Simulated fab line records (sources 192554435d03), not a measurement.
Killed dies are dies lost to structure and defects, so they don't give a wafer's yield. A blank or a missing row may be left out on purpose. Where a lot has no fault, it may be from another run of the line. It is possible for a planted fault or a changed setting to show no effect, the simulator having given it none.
Split-lot experiment :: flow n5-finfet :: 21 wafers read from 7 lots, route of 1938 steps

== SPLIT DETAILS ==
At N5_BEOL_M12_COAT_66 (time 60 s, resist thk 110 nm), the setting spin-rpm was moved away from the recipe's 1500 rpm on 7 of the 21 wafers read, by -10.1% to +4.7%. All remaining wafers had this setting at the recipe value.

== FROM THE SPLIT TO THE READING: what the file shows between them, 4 steps ==
- N5_BEOL_M12_COAT_22: resist thk 300 nm
- N5_BEOL_M12_EBR_24
- N5_BEOL_M12_DESCUM_33: chemistry O2, time 7.9 s
- N5_BEOL_M12_ETCH_67: etches SiARC in CF4, target depth 143 nm, time 238.3 s

== THE READING ==
SiARC_of_BEOL_M12_COAT_66.thk-nm (the simulator's own value, which no gauge read), in nm, at N5_BEOL_M12_ETCH_68 (etches SOC in N2/H2, time 285 s). The file gives no usual value for it. The 14 wafers here that ran the recipe average 85.9 nm, standard deviation 0.44 nm.

wafer: L075.2
tool, chamber at the split: litho-track-01, 0
spin-rpm as run, rpm: 1349
against the recipe: -10.1%
SiARC_of_BEOL_M12_COAT_66.thk-nm, nm: 91.4
against lot-mates on the recipe: +6.0

wafer: L075.3
tool, chamber at the split: litho-track-01, 0
spin-rpm as run, rpm: 1500
against the recipe: recipe
SiARC_of_BEOL_M12_COAT_66.thk-nm, nm: 85.4
against lot-mates on the recipe: -

wafer: L075.6
tool, chamber at the split: litho-track-01, 0
spin-rpm as run, rpm: 1349
against the recipe: -10.1%
SiARC_of_BEOL_M12_COAT_66.thk-nm, nm: 91.8
against lot-mates on the recipe: +6.4

wafer: L077.1
tool, chamber at the split: litho-track-02, 0
spin-rpm as run, rpm: 1500
against the recipe: recipe
SiARC_of_BEOL_M12_COAT_66.thk-nm, nm: 85.4
against lot-mates on the recipe: -

wafer: L077.2
tool, chamber at the split: litho-track-02, 0
spin-rpm as run, rpm: 1500
against the recipe: recipe
SiARC_of_BEOL_M12_COAT_66.thk-nm, nm: 86
against lot-mates on the recipe: -

wafer: L077.5
tool, chamber at the split: litho-track-02, 0
spin-rpm as run, rpm: 1500
against the recipe: recipe
SiARC_of_BEOL_M12_COAT_66.thk-nm, nm: 85.6
against lot-mates on the recipe: -

wafer: L078.4
tool, chamber at the split: litho-track-01, 0
spin-rpm as run, rpm: 1571
against the recipe: +4.7%
SiARC_of_BEOL_M12_COAT_66.thk-nm, nm: 83.4
against lot-mates on the recipe: -2.2

wafer: L078.5
tool, chamber at the split: litho-track-01, 0
spin-rpm as run, rpm: 1500
against the recipe: recipe
SiARC_of_BEOL_M12_COAT_66.thk-nm, nm: 85.6
against lot-mates on the recipe: -

wafer: L078.6
tool, chamber at the split: litho-track-01, 0
spin-rpm as run, rpm: 1571
against the recipe: +4.7%
SiARC_of_BEOL_M12_COAT_66.thk-nm, nm: 83.2
against lot-mates on the recipe: -2.4

wafer: L081.1
tool, chamber at the split: litho-track-01, 0
spin-rpm as run, rpm: 1500
against the recipe: recipe
SiARC_of_BEOL_M12_COAT_66.thk-nm, nm: 86.2
against lot-mates on the recipe: -

wafer: L081.3
tool, chamber at the split: litho-track-01, 0
spin-rpm as run, rpm: 1500
against the recipe: recipe
SiARC_of_BEOL_M12_COAT_66.thk-nm, nm: 86.8
against lot-mates on the recipe: -

wafer: L081.5
tool, chamber at the split: litho-track-01, 0
spin-rpm as run, rpm: 1500
against the recipe: recipe
SiARC_of_BEOL_M12_COAT_66.thk-nm, nm: 86
against lot-mates on the recipe: -

wafer: L082.1
tool, chamber at the split: litho-track-05, 0
spin-rpm as run, rpm: 1500
against the recipe: recipe
SiARC_of_BEOL_M12_COAT_66.thk-nm, nm: 86.2
against lot-mates on the recipe: -

wafer: L082.2
tool, chamber at the split: litho-track-05, 0
spin-rpm as run, rpm: 1500
against the recipe: recipe
SiARC_of_BEOL_M12_COAT_66.thk-nm, nm: 85.6
against lot-mates on the recipe: -

wafer: L082.5
tool, chamber at the split: litho-track-05, 0
spin-rpm as run, rpm: 1500
against the recipe: recipe
SiARC_of_BEOL_M12_COAT_66.thk-nm, nm: 86.6
against lot-mates on the recipe: -

wafer: L090.2
tool, chamber at the split: litho-track-05, 0
spin-rpm as run, rpm: 1500
against the recipe: recipe
SiARC_of_BEOL_M12_COAT_66.thk-nm, nm: 85.6
against lot-mates on the recipe: -

wafer: L090.6
tool, chamber at the split: litho-track-05, 0
spin-rpm as run, rpm: 1500
against the recipe: recipe
SiARC_of_BEOL_M12_COAT_66.thk-nm, nm: 85.6
against lot-mates on the recipe: -

wafer: L090.4
tool, chamber at the split: litho-track-05, 0
spin-rpm as run, rpm: 1500
against the recipe: recipe
SiARC_of_BEOL_M12_COAT_66.thk-nm, nm: 85.4
against lot-mates on the recipe: -

wafer: L093.4
tool, chamber at the split: litho-track-02, 0
spin-rpm as run, rpm: 1418
against the recipe: -5.5%
SiARC_of_BEOL_M12_COAT_66.thk-nm, nm: 89
against lot-mates on the recipe: no lot-mate on the recipe

wafer: L093.5
tool, chamber at the split: litho-track-02, 0
spin-rpm as run, rpm: 1418
against the recipe: -5.5%
SiARC_of_BEOL_M12_COAT_66.thk-nm, nm: 89
against lot-mates on the recipe: no lot-mate on the recipe

wafer: L093.6
tool, chamber at the split: litho-track-02, 0
spin-rpm as run, rpm: 1418
against the recipe: -5.5%
SiARC_of_BEOL_M12_COAT_66.thk-nm, nm: 88.6
against lot-mates on the recipe: no lot-mate on the recipe

THE FIT
A straight line over all 21 wafers: SiARC_of_BEOL_M12_COAT_66.thk-nm changes by -0.56 nm for each +1% of spin-rpm; r = -0.98; the points scatter about the line by 0.39 nm.
The same after taking each lot's own level away (the mean of its wafers on the recipe; 18 wafers): -0.589 nm for each +1%; r = -0.99; scatter 0.32 nm.
On that fit, the largest move of spin-rpm shifts the reading by 5.9 nm.
From 85.40 to 86.33 nm: that is the span of the lots' own levels, equal to 2.1 times the standard deviation above.
Consequently the slope shifts little with the lot-to-lot level, the two slopes agreeing.
Check: with one of the wafers moved furthest among these (-10.1%) left out of the fit, the line predicts +6.02 nm for it against its lot-mates. Against them it came out at +6 nm.

== THE OTHER SPLITS THESE WAFERS WENT THROUGH ==
Other splits were also applied to these wafers ahead of the reading. Each is held against what the fit with the lots' levels taken away leaves over:
other split on the same wafers: N5_BEOL_M9_TRENCH_ETCH_37 bias-w
wafers away from the commonest value: 10
r with SiARC_of_BEOL_M12_COAT_66.thk-nm (lot level and that fit taken away): -0.19

other split on the same wafers: N5_BEOL_M10_EXPOSE_25 dose-mj
wafers away from the commonest value: 6
r with SiARC_of_BEOL_M12_COAT_66.thk-nm (lot level and that fit taken away): -0.23

other split on the same wafers: N5_BEOL_M10_VIA_ETCH_34 time-s
wafers away from the commonest value: 7
r with SiARC_of_BEOL_M12_COAT_66.thk-nm (lot level and that fit taken away): -0.21

other split on the same wafers: N5_BEOL_M11_ETCH_66 time-s
wafers away from the commonest value: 12
r with SiARC_of_BEOL_M12_COAT_66.thk-nm (lot level and that fit taken away): -0.19

== THE WHOLE CHAIN: every reading that the file lists as answering this split, in the file's order ==
step: N5_BEOL_M12_COAT_66
what it does: time 60 s, resist thk 110 nm
reading: SiARC_of_BEOL_M12_COAT_66.thk-nm (the simulator's own value, which no gauge read)
change (the file's fit): -0.605 nm for each +1% of the setting
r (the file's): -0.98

step: N5_BEOL_M12_ETCH_67
what it does: etches SiARC in CF4, target depth 143 nm, time 238.3 s
reading: etch.depth-nm (the simulator's own value, which no gauge read)
change (the file's fit): -0.601 nm for each +1% of the setting
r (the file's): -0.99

step: N5_BEOL_M12_ETCH_67
what it does: etches SiARC in CF4, target depth 143 nm, time 238.3 s
reading: coat_of_BEOL_M12_COAT_22.thk-nm (the simulator's own value, which no gauge read)
change (the file's fit): +0.391 nm for each +1% of the setting
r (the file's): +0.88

step: N5_BEOL_M12_ETCH_68
what it does: etches SOC in N2/H2, time 285 s
reading: SiARC_of_BEOL_M12_COAT_66.thk-nm (the simulator's own value, which no gauge read)
change (the file's fit): -0.592 nm for each +1% of the setting
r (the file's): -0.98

== THE FILE'S OWN FIT ==
SiARC_of_BEOL_M12_COAT_66.thk-nm changes by -0.592 nm for each +1% of spin-rpm, r = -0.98.
